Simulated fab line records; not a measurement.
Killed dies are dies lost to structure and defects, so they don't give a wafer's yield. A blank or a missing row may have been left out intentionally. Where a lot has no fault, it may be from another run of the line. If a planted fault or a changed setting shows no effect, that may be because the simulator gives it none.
Chamber matching :: flow n5 finfet :: rie diel-05 running N5_BEOL_M2_ETCH_70: 4 sister chambers
The step etches SOC in N2/H2, target depth 80 nm, overetch 24 nm, time 130 s. 4 wafers are shown with their chamber, then 10 later ones without.

== EACH WAFER AND ITS CHAMBER ==
wafer: L085.1
chamber: 0
drypump motor current A (A): 5.8

wafer: L085.5
chamber: 2
drypump motor current A (A): 6.3

wafer: L088.1
chamber: 3
drypump motor current A (A): 6.0

wafer: L088.2
chamber: 1
drypump motor current A (A): 6.5

== WAFERS WITHOUT THEIR CHAMBER ==
wafer: L088.4
drypump motor current A (A): 5.8

wafer: L093.1
drypump motor current A (A): 5.8

wafer: L093.2
drypump motor current A (A): 6.5

wafer: L093.3
drypump motor current A (A): 6.0

wafer: L092.2
drypump motor current A (A): 5.9

wafer: L092.4
drypump motor current A (A): 5.8

wafer: L092.6
drypump motor current A (A): 5.8

wafer: L097.2
drypump motor current A (A): 5.9

wafer: L097.4
drypump motor current A (A): 6.5

wafer: L097.6
drypump motor current A (A): 5.8

== THE CHAMBER EACH PASSED THROUGH ==
wafer: L088.4
from the rows above: 0
in truth: 0

wafer: L093.1
from the rows above: 0
in truth: 0

wafer: L093.2
from the rows above: 1
in truth: 1

wafer: L093.3
from the rows above: 3
in truth: 3

wafer: L092.2
from the rows above: can't be placed: 3 or 0
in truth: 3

wafer: L092.4
from the rows above: 0
in truth: 0

wafer: L092.6
from the rows above: 0
in truth: 0

wafer: L097.2
from the rows above: can't be placed: 3 or 0
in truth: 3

wafer: L097.4
from the rows above: 1
in truth: 1

wafer: L097.6
from the rows above: 0
in truth: 0
8 of 10 placed correctly. These rows do not allow placing 2 (true chamber among the candidates in 2). Placed wrongly: 0.
How it was worked out, from the rows above alone: a wafer's distance from a chamber is the root of the sum, over the readings, of the square of ((its reading less the chamber's mean) divided by the reading's scatter). If the next closest chamber is less than 2 further off than the closest, the wafer can't be placed; otherwise it belongs to the closest. A chamber's mean is the mean of its shown wafers. The scatter (one wafer shown for each chamber): square how far every hidden wafer sits from the nearest shown wafer, average those squares and take the square root.
